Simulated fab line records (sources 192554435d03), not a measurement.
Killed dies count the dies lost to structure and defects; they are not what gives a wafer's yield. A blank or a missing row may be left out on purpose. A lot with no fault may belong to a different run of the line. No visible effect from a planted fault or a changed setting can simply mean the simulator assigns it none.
Matching of chambers ; flow n5-finfet ; rie-diel-05 running N5_WELL_APT_DESCUM_30: 4 sister chambers
The step chemistry O2, time 7.9 s. 20 wafers are shown with their chamber, then 10 later ones without.

== EACH WAFER AND ITS CHAMBER ==
wafer;chamber;showerhead-plenum-p-Torr (Torr);throttle-valve-pct (%);drypump-motor-current-A (A)
L076.2;2;1.97;20.39;6.5
L076.3;3;2.07;20.76;5.7
L076.5;3;2.08;20.76;5.7
L077.2;2;1.97;20.41;6.5
L077.3;0;2.04;20.19;5.4
L077.5;0;2.04;20.20;5.4
L078.1;3;2.07;20.77;5.7
L078.2;1;2.11;20.58;5.4
L078.6;1;2.11;20.58;5.4
L080.2;3;2.07;20.77;5.7
L080.3;2;1.97;20.40;6.4
L080.5;1;2.11;20.58;5.5
L082.1;0;2.03;20.20;5.5
L082.2;3;2.07;20.78;5.7
L082.3;1;2.11;20.60;5.4
L084.2;0;2.03;20.21;5.4
L084.3;1;2.11;20.60;5.5
L084.4;2;1.97;20.42;6.5
L086.2;1;2.11;20.61;5.5
L086.4;3;2.07;20.78;5.7

SIGNATURES (means of the wafers above)
reading;chamber 0;chamber 1;chamber 2;chamber 3;scatter within a chamber
showerhead-plenum-p-Torr;2.0350;2.1100;1.9700;2.0717;0.00339
throttle-valve-pct;20.2000;20.5917;20.4050;20.7700;0.0111
drypump-motor-current-A;5.425;5.450;6.475;5.700;0.0433
Rule: for a wafer and a chamber, the distance is found by dividing, reading by reading, the gap between the wafer's reading and the chamber's mean by the reading's scatter, squaring, summing and taking the root. If the next closest chamber is less than 2 further off than the closest, the wafer can't be placed; otherwise it belongs to the closest. The scatter: take each reading less its chamber's mean, square it, sum over the shown wafers, divide by the number of wafers less the number of chambers, and take the root.

== WAFERS WITH NO CHAMBER GIVEN ==
wafer;showerhead-plenum-p-Torr (Torr);throttle-valve-pct (%);drypump-motor-current-A (A)
L086.5;2.11;20.60;5.5
L089.3;2.23;20.21;6.4
L089.4;2.10;20.62;5.4
L089.5;2.03;20.24;5.4
L091.2;2.03;20.23;5.5
L091.4;2.22;20.21;6.5
L091.5;2.03;20.23;5.5
L097.1;2.02;20.25;5.5
L097.2;2.22;20.23;6.4
L097.4;2.10;20.65;5.5

== WHICH CHAMBER EACH ONE RAN IN ==
wafer;from the rows above;in truth
L086.5;1;1
L089.3;1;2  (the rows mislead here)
L089.4;1;1
L089.5;0;0
L091.2;0;0
L091.4;1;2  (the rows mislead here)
L091.5;0;0
L097.1;0;0
L097.2;1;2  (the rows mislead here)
L097.4;1;1
7 of 10 placed correctly. Number that these rows cannot place: 0. Placed wrongly: 3.
